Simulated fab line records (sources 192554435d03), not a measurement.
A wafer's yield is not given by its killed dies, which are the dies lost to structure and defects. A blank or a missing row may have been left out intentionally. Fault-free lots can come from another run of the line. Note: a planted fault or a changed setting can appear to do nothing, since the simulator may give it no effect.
Matching of chambers -- flow n5-finfet -- N5_HKMG_FIN_STRIP_92 on rie-diel-04 has 4 sister chambers
The step strips SOC in N2/H2, time 20 s. 4 wafers are shown with their chamber, then 8 later ones without.

## WAFERS PAIRED WITH THEIR CHAMBERS
wafer,chamber,showerhead-plenum-p-Torr (Torr)
L086.2,1,3.22
L086.4,2,3.41
L086.6,3,3.22
L090.1,0,3.39

## WAFERS MISSING THEIR CHAMBER
wafer,showerhead-plenum-p-Torr (Torr)
L090.3,3.21
L090.5,3.39
L093.3,3.41
L093.4,3.22
L093.6,3.22
L096.2,3.41
L096.3,3.38
L096.4,3.21

## WHICH CHAMBER EACH ONE RAN IN
wafer,from the rows above,in truth
L090.3,can't be placed: 1 or 3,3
L090.5,0,0
L093.3,2,2
L093.4,can't be placed: 1 or 3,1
L093.6,can't be placed: 1 or 3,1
L096.2,2,2
L096.3,0,0
L096.4,can't be placed: 1 or 3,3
Correctly placed: 4 of 8. From these rows, 4 cannot be placed; in 4 the true chamber is one of the candidates. Wrongly placed: 0.
How it was worked out, from the rows above alone: a wafer's distance from a chamber is the root of the sum, over the readings, of the square of ((its reading less the chamber's mean) divided by the reading's scatter). If the next closest chamber is less than 2 further off than the closest, the wafer can't be placed; otherwise it belongs to the closest. The mean given for a chamber averages the wafers shown for that chamber. The scatter: root of mean squared gap, hidden wafer to nearest shown wafer, with one shown wafer a chamber.
